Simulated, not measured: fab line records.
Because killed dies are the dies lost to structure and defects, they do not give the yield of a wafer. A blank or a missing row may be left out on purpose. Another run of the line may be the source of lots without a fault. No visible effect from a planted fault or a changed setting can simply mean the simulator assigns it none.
fab line records -- flow n5Finfet
[record] lots = 13, wafers = 35, lastDay = 18
route steps=1938 shown BEOL_M5@1189 BEOL_M6@1196 PASSIVATION@1936
lots untouched by any fault: they come from a run of this same line in which no faults occurred
startH: the number of hours between the record's first day and the start of the first shown wafer of the lot -- waitH: time in hours since the lot's previous step -- " unchanged from the row above -- L1.1+2: a single row standing in for several wafers -- - value missing, or start not given -- * or withheld: withheld -- < > ~ a bound
route shown NAME@n: NAME is a module with steps in the file, n the number in the route of the first one -- usual: mean and standard deviation over wafers with no fault -- same: alike in all rows -- chamber/n: place in a boat -- sites: each site's reading -- _std_site: standard deviation across them -- _edge_site: inner sites' mean taken away from outer sites' mean -- radiusMm: how far each site lies from the wafer's centre -- mask NAME#n: copy n -- behind: the tool/chamber that last shaped the wafer -- hold: reason for holding the lot/hours on hold/outcome of the hold -- device: the transistor (n, p or np) that didn't switch -- end of line: the tests these same wafers got at the end of their route -- a step with no rows: only its recipe -- killed: count of dies lost to structure and defects at first sort (not the wafer's yield) -- map: the dies of a wafer, with x for killed, . for not killed, _ for no die there
set.NAME: the run value of the setting; set.NAME@STEP: its run value at that earlier step -- model.NAME: the simulator's own value behind a step, which no gauge read
the route's steps for a sample of lots (tables are steps, rows are wafers)
services: the hour from which a tool's chamber was out of use, counted from the record's first day as startH (under 0 if before that day), plus the number of hours and why
[[steps]]
[step N5_BEOL_M5_CO_CAP_78]
[recipe] material = Co, targetThkA = 20, tempC = 200, precursor = CCTBA/H2, pressureTorr = 30, timeS = 102.1
[usual] heaterPowerW = 225/14
lot.wafer,tool,chamber,startH,waitH,heaterPowerW
L955.1,cvdCo-02,1,171.13,0.0,248
L955.2,cvdCo-02,2,171.13,0.0,210
L955.3,cvdCo-02,0,171.13,0.0,232
L956.1,cvdCo-02,1,179.09,0.0,237
L956.4,cvdCo-02,1,179.09,0.0,240
L956.6,cvdCo-02,0,179.09,0.0,232
L958.5,cvdCo-01,1,194.07,0.0,217
L958.6,cvdCo-01,0,194.07,0.0,217
L963.1,cvdCo-01,1,233.07,0.0,217
L963.4,cvdCo-01,0,233.07,0.0,215
L963.6,cvdCo-01,1,233.07,0.0,220
L966.1,cvdCo-02,1,251.27,0.0,242
L966.2,cvdCo-02,2,251.27,0.0,214
L966.3,cvdCo-02,0,251.27,0.0,227
L967.3,cvdCo-01,2,256.36,0.0,232
L967.4,cvdCo-01,1,256.36,0.0,221
L967.6,cvdCo-01,2,256.36,0.0,239
L968.2,cvdCo-02,0,270.17,0.0,231
L968.4,cvdCo-02,0,270.17,0.0,234
L970.4,cvdCo-01,2,272.23,0.0,234
L970.5,cvdCo-01,0,272.23,0.0,219
L972.1,cvdCo-02,0,300.05,0.0,228
L972.5,cvdCo-02,1,300.05,0.0,245
L972.6,cvdCo-02,2,300.05,0.0,211
L975.2,cvdCo-01,2,303.82,0.0,243
L975.5,cvdCo-01,1,303.82,0.0,214
L974.2,cvdCo-01,2,307.40,0.0,250
L974.4,cvdCo-01,1,307.40,0.0,220
L974.6,cvdCo-01,0,307.40,0.0,219
L976.1,cvdCo-02,2,312.79,0.0,209
L976.4,cvdCo-02,0,312.79,0.0,226
L976.6,cvdCo-02,1,312.79,0.0,242
L977.1,cvdCo-02,1,327.04,0.0,243
L977.4,cvdCo-02,0,327.04,0.0,230
L977.6,cvdCo-02,1,327.04,0.0,234
[step N5_BEOL_M6_THK_MEAS_01]
[recipe] reads = SiCOH_lowk_of_BEOL_M6_ILD_DEP_00
[usual] M6_ILD_THK = 154.0/2.2
lot.wafer,tool,chamber,startH,waitH,M6_ILD_THK[nm]
L955.1,filmMetro-02,-,171.96,0.4,152.6
L955.2,filmMetro-02,-,171.96,0.4,153.6
L955.3,filmMetro-02,-,171.96,0.4,152.9
L956.1,filmMetro-02,-,179.95,0.4,156.0
L956.4,filmMetro-02,-,179.95,0.4,152.8
L956.6,filmMetro-02,-,179.95,0.4,155.7
L958.5,filmMetro-01,-,194.86,0.1,155.7
L958.6,filmMetro-01,-,194.86,0.1,157.0
L963.1,filmMetro-01,-,233.89,0.4,153.9
L963.4,filmMetro-01,-,233.89,0.4,157.8
L963.6,filmMetro-01,-,233.89,0.4,155.0
L966.1,filmMetro-01,-,252.09,0.4,152.7
L966.2,filmMetro-01,-,252.09,0.4,151.8
L966.3,filmMetro-01,-,252.09,0.4,150.6
L967.3,filmMetro-01,-,257.19,0.3,155.5
L967.4,filmMetro-01,-,257.19,0.3,158.2
L967.6,filmMetro-01,-,257.19,0.3,157.0
L968.2,filmMetro-02,-,271.02,0.4,153.7
L968.4,filmMetro-02,-,271.02,0.4,157.0
L970.4,filmMetro-02,-,273.03,0.2,157.6
L970.5,filmMetro-02,-,273.03,0.2,156.4
L972.1,filmMetro-01,-,300.87,0.4,151.3
L972.5,filmMetro-01,-,300.87,0.4,154.4
L972.6,filmMetro-01,-,300.87,0.4,154.0
L975.2,filmMetro-02,-,304.65,0.4,153.3
L975.5,filmMetro-02,-,304.65,0.4,155.0
L974.2,filmMetro-01,-,308.22,0.4,152.2
L974.4,filmMetro-01,-,308.22,0.4,154.6
L974.6,filmMetro-01,-,308.22,0.4,158.6
L976.1,filmMetro-01,-,313.61,0.4,151.1
L976.4,filmMetro-01,-,313.61,0.4,157.5
L976.6,filmMetro-01,-,313.61,0.4,154.3
L977.1,filmMetro-02,-,327.89,0.4,152.1
L977.4,filmMetro-02,-,327.89,0.4,151.9
L977.6,filmMetro-02,-,327.89,0.4,154.0
[step N5_BEOL_M6_EXPOSE_08]
[recipe] maskId = M6, na = 1.35, sourceShape = dipole, sigmaInner = 0.817, sigmaOuter = 0.97, polarization = te, doseMj = 68.25
lot.wafer,tool,chamber,startH,waitH,mask
L955.1+2+3,arfiScanner-03,0,173.12,-,M6#0
L956.1+4+6,arfiScanner-03,0,181.03,-,M6#0
L958.5+6,arfiScanner-03,0,197.10,-,M6#0
L963.1+4+6,arfiScanner-03,0,234.67,-,M6#0
L966.1+2+3,arfiScanner-03,0,253.40,-,M6#0
L967.3+4+6,arfiScanner-01,0,259.46,-,M6#0
L968.2+4,arfiScanner-01,0,271.55,-,M6#0
L970.4+5,arfiScanner-02,0,274.31,-,M6#0
L972.1+5+6,arfiScanner-01,0,301.67,-,M6#0
L975.2+5,arfiScanner-02,0,305.25,-,M6#0
L974.2+4+6,arfiScanner-01,0,308.69,-,M6#0
L976.1+4+6,arfiScanner-02,0,315.53,-,M6#0
L977.1+4+6,arfiScanner-01,0,329.47,-,M6#0
[step N5_BEOL_M6_CD_MEAS_11]
[recipe] targetCdNm = 38.5, landingEnergyEv = 500, detector = seInlens, polarity = opening
[usual] cdNm = 38.8/0.74
lot.wafer,tool,chamber,startH,waitH,cdNm
L955.1,cdSem-03,0,173.25,-,37.7
L955.2,cdSem-03,0,173.25,-,38.2
L955.3,cdSem-03,0,173.25,-,36.5
L956.1,cdSem-03,0,181.15,-,39.3
L956.4,cdSem-03,0,181.15,-,39.4
L956.6,cdSem-03,0,181.15,-,39.8
L958.5,cdSem-01,0,197.21,-,38.7
L958.6,cdSem-01,0,197.21,-,38.3
L963.1,cdSem-02,0,234.80,-,39.1
L963.4,cdSem-02,0,234.80,-,39.4
L963.6,cdSem-02,0,234.80,-,39.2
L966.1,cdSem-03,0,253.53,-,39.5
L966.2,cdSem-03,0,253.53,-,38.8
L966.3,cdSem-03,0,253.53,-,40.2
L967.3,cdSem-02,0,259.58,-,38.8
L967.4,cdSem-02,0,259.58,-,38.7
L967.6,cdSem-02,0,259.58,-,38.6
L968.2,cdSem-02,0,271.68,-,38.4
L968.4,cdSem-02,0,271.68,-,38.8
L970.4,cdSem-02,0,274.43,-,37.4
L970.5,cdSem-02,0,274.43,-,38.7
L972.1,cdSem-02,0,301.80,-,39.4
L972.5,cdSem-02,0,301.80,-,39.0
L972.6,cdSem-02,0,301.80,-,38.7
L975.2,cdSem-03,0,305.37,-,38.4
L975.5,cdSem-03,0,305.37,-,37.4
L974.2,cdSem-01,0,308.82,-,39.6
L974.4,cdSem-01,0,308.82,-,39.5
L974.6,cdSem-01,0,308.82,-,39.4
L976.1,cdSem-01,0,315.66,-,38.8
L976.4,cdSem-01,0,315.66,-,38.9
L976.6,cdSem-01,0,315.66,-,38.2
L977.1,cdSem-01,0,329.60,-,38.6
L977.4,cdSem-01,0,329.60,-,38.6
L977.6,cdSem-01,0,329.60,-,39.3
[step N5_BEOL_M6_OVL_MEAS_12]
[recipe] pointsPerWafer = 44
[usual] M6_OVL = 0.4/0.65
lot.wafer,tool,chamber,startH,waitH,M6_OVL[nm]
L955.1,overlay-01,0,173.28,0.0,0.3
L955.2,overlay-01,0,173.28,0.0,-0.2
L955.3,overlay-01,0,173.28,0.0,0.4
L956.1,overlay-01,0,181.18,0.0,-0.4
L956.4,overlay-01,0,181.18,0.0,0.9
L956.6,overlay-01,0,181.18,0.0,-0.2
L958.5,overlay-02,0,197.24,0.0,0.9
L958.6,overlay-02,0,197.24,0.0,0.5
L963.1,overlay-01,0,234.83,0.0,13.4
L963.4,overlay-01,0,234.83,0.0,12.9
L963.6,overlay-01,0,234.83,0.0,12.0
L966.1,overlay-02,0,253.56,0.0,13.3
L966.2,overlay-02,0,253.56,0.0,12.3
L966.3,overlay-02,0,253.56,0.0,12.0
L967.3,overlay-02,0,259.61,0.0,0.7
L967.4,overlay-02,0,259.61,0.0,0.6
L967.6,overlay-02,0,259.61,0.0,0.0
L968.2,overlay-02,0,271.71,0.0,1.3
L968.4,overlay-02,0,271.71,0.0,1.4
L970.4,overlay-02,0,274.46,0.0,0.2
L970.5,overlay-02,0,274.46,0.0,0.4
L972.1,overlay-01,0,301.83,0.0,1.7
L972.5,overlay-01,0,301.83,0.0,1.3
L972.6,overlay-01,0,301.83,0.0,0.5
L975.2,overlay-02,0,305.40,0.0,0.2
L975.5,overlay-02,0,305.40,0.0,0.6
L974.2,overlay-01,0,308.85,0.0,-0.3
L974.4,overlay-01,0,308.85,0.0,0.6
L974.6,overlay-01,0,308.85,0.0,-0.3
L976.1,overlay-01,0,315.69,0.0,0.4
L976.4,overlay-01,0,315.69,0.0,0.2
L976.6,overlay-01,0,315.69,0.0,1.1
L977.1,overlay-01,0,329.63,0.0,0.3
L977.4,overlay-01,0,329.63,0.0,0.7
L977.6,overlay-01,0,329.63,0.0,0.4
[step N5_PASSIVATION_PROBE_49]
[usual] defectLimitedYield = 90.9/1.6, killed_at_M0_to_M3 = 34/10, killed_at_M4_up = 13/5.4, killedAtContacts = 13/6, killedAtFrontEnd = 42/13, killedAtOther = 4/3.2, killedDies = 107/18, killedOpen = 69/14, killedShort = 35/7.7, sort_bin_4_leakage = 0.02/0.17, sort_bin_5_function = 5.3/1, sort_bin_6_memory = 3.3/0.75, sortNPass = 1073/19, sortYieldPct = 90.9/1.6
[same] grossDies = 1180, killedAtBackSide = 0, sort_bin_8_speed[%] = 0
lot.wafer,tool,chamber,startH,waitH,defectLimitedYield[%],killed_at_M0_to_M3,killed_at_M4_up,killedAtContacts,killedAtFrontEnd,killedAtOther,killedDies,killedOpen,killedShort,sort_bin_4_leakage[%],sort_bin_5_function[%],sort_bin_6_memory[%],sortNPass,sortYieldPct[%]
L963.4,prober-02,-,327.16,0.2,86.4,64,23,19,50,5,161,92,55,0,7.1,4.8,1019,86.4
L966.1,prober-02,-,341.94,0.0,93.6,23,19,8,24,2,76,54,20,0,4.1,2.2,1104,93.6
L966.3,prober-02,-,342.04,0.1,90.9,34,31,6,32,4,107,58,25,0,4.9,2.5,1073,90.9
// killed by level:class
L963.4 BEOL_M0_SAQP:geometricParticle:short=22 BEOL_M0_SAQP:geometricParticle:open=16 FIN_SAQP:geometricParticle:open=15 BEOL_M4:geometricParticle:open=14 HKMG_FIN:areaEtch=13 MOL_CONTACT_COAG:geometricParticle:open=12 BEOL_M2:geometricParticle:open=11 MOL_CONTACT_COAG:geometricParticle:short=7
L966.1 BEOL_M4:geometricParticle:open=11 STI_FIN_REVEAL:geometricParticle:open=9 BEOL_M0_SAQP:geometricParticle:open=6 MOL_CONTACT_COAG:geometricParticle:open=5 DUMMY_GATE:geometricParticle:open=4 STARTING-WAFER:geometricParticle:short=4 MOL_CONTACT_COAG:geometricParticle:short=3 BEOL_M0_SAQP:geometricParticle:short=3
L966.3 BEOL_M6:overlay=14 BEOL_M3:geometricParticle:open=10 BEOL_M4:geometricParticle:open=10 HKMG_FIN:areaEtch=9 STI_FIN_REVEAL:geometricParticle:open=6 BEOL_M0_SAQP:geometricParticle:short=6 DUMMY_GATE:geometricParticle:open=5 MOL_CONTACT_COAG:geometricParticle:open=5
[[services]]
tool,chamber,startH,hours,kind
arfiScanner-03,-,149.99,1.0,pm
arfiScanner-03,-,152.13,4.9,pm
arfiScanner-02,-,156.38,1.3,pm
arfiScanner-02,-,158.79,20.9,repair
arfiScanner-03,-,158.82,1.3,pm
cvdCo-02,2,161.91,7.8,repair
arfiScanner-01,-,179.23,1.3,pm
arfiScanner-02,-,186.06,2.7,repair
cvdCo-02,1,191.08,4.8,repair
arfiScanner-01,-,191.54,1.0,pm
cvdCo-02,-,199.26,2.8,pm
cvdCo-01,0,207.82,6.1,repair
arfiScanner-01,-,217.25,0.8,pm
arfiScanner-02,-,218.71,0.8,pm
arfiScanner-03,-,230.26,1.0,pm
arfiScanner-03,-,231.85,0.7,repair
arfiScanner-02,-,234.38,2.6,repair
arfiScanner-02,-,248.84,1.0,pm
arfiScanner-01,-,252.93,1.0,pm
arfiScanner-03,-,276.26,2.6,repair
arfiScanner-03,-,280.63,0.8,pm
arfiScanner-03,-,284.32,1.3,pm
arfiScanner-01,-,304.73,1.3,pm
cvdCo-02,-,310.81,0.7,repair
[[key]]
[firstSign] step = N5_BEOL_M6_OVL_MEAS_12, reading = M6_OVL, direction = up, sigmas = 19, usual = 0.4, struck = 12.6
effect none on later readings
metAt N5_BEOL_M6_EXPOSE_08
struckLots L963,L966
[baselineLoss] step = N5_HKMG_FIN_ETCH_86, wafers = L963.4
notActingAt N5_BEOL_M5_CO_CAP_78,N5_BEOL_M6_THK_MEAS_01,N5_BEOL_M6_CD_MEAS_11
onsetBetween 197.10 234.67
[fault] kind = scannerMatchingOverlay, tool = arfiScanner-03, chamber = -, onsetH = 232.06, steps = N5_BEOL_M6_EXPOSE_08, offset = 12.548
// baselineLoss: these wafers lose ten dies or more at that step, a loss of the line's own and not of a fault; the sort's usual values leave them out
